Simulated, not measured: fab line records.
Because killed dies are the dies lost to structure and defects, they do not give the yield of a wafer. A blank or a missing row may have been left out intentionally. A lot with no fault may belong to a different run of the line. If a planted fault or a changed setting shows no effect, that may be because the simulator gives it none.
Matching of chambers    flow nandHarc    NHARC_P_M2_DEP_33 on pecvd-03 has 3 sister chambers
The step deposits SiCN, target thk 30 nm. 18 wafers are shown with their chamber, then 9 later ones without.

## WAFERS, EACH WITH ITS CHAMBER
wafer   chamber  heaterPowerW (W)
L075.1  2        436
L075.3  0        559
L075.4  1        609
L077.2  2        473
L077.5  0        532
L077.6  1        529
L088.2  1        576
L088.4  2        390
L088.5  1        561
L092.1  1        549
L092.2  0        517
L092.6  0        538
L093.3  0        606
L093.4  2        440
L093.5  0        587
L094.3  1        630
L094.4  1        644
L094.6  2        399

SIGNATURES (means of the wafers above)
reading       chamber 0  chamber 1  chamber 2  scatter within a chamber
heaterPowerW  556.50     585.43     427.60     37.9
Rule: for each reading, subtract the chamber's mean from the wafer's reading, divide by that reading's scatter and square the result; add these up over the readings and take the root, which gives the wafer's distance from the chamber. The wafer belongs to the nearest chamber; if the next one is less than 2 further off, it can't be placed. The scatter: the root of (the sum of the squares of (reading less its chamber's mean) over the shown wafers, divided by (wafers less chambers)).

## WAFERS WITH NO CHAMBER GIVEN
wafer   heaterPowerW (W)
L095.2  465
L095.3  624
L095.5  610
L095.1  627
L095.4  452
L095.6  616
L096.1  482
L096.3  608
L096.4  483

## EACH ONE'S CHAMBER
wafer   from the rows above           in truth
L095.2  can't be placed: 2 or 0       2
L095.3  can't be placed: 1 or 0       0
L095.5  can't be placed: 1 or 0       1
L095.1  can't be placed: 1 or 0       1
L095.4  2                             2
L095.6  can't be placed: 1 or 0       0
L096.1  can't be placed: 2 or 0 or 1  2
L096.3  can't be placed: 1 or 0       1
L096.4  can't be placed: 2 or 0 or 1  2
Correct placement for 1 of the 9. These rows do not allow placing 8 (true chamber among the candidates in 8). Number placed wrongly: 0.
